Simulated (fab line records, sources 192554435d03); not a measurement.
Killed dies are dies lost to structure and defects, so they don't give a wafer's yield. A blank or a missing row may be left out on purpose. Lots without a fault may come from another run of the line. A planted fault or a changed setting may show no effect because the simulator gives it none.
Chamber matching | flow n5_finfet | N5_BEOL_M2_DEP_57 on pecvd-04: 3 sister chambers
The step deposits SiCN from 3MS/NH3, target thk 8 nm, time 14 s. 3 wafers are shown with their chamber, then 8 later ones without.

WAFERS WITH THEIR CHAMBER
wafer  | chamber | throttle_valve_pct (%)
L083.1 | 1       | 8.7
L083.2 | 0       | 9.4
L086.2 | 2       | 8.3

WAFERS WITHOUT THEIR CHAMBER
wafer  | throttle_valve_pct (%)
L086.3 | 9.4
L086.4 | 8.4
L084.2 | 8.8
L084.4 | 9.5
L084.5 | 8.7
L091.3 | 9.3
L091.4 | 9.5
L091.5 | 8.2

WHICH CHAMBER EACH WENT THROUGH
wafer  | from the rows above | in truth
L086.3 | 0                   | 0
L086.4 | 2                   | 2
L084.2 | 1                   | 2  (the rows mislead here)
L084.4 | 0                   | 0
L084.5 | 1                   | 1
L091.3 | 0                   | 0
L091.4 | 0                   | 0
L091.5 | 2                   | 2
Placed correctly: 7 of 8. Can't be placed from these rows: 0. Placed wrongly: 1.
How it was worked out, from the rows above alone: a wafer's distance from a chamber is the root of the sum, over the readings, of the square of ((its reading less the chamber's mean) divided by the reading's scatter). The wafer belongs to the nearest chamber; if the next one is less than 2 further off, it can't be placed. A chamber's mean is the mean of its shown wafers. The scatter: with one shown wafer a chamber, the root of the mean of the squares of how far each hidden wafer lies from its nearest shown one.
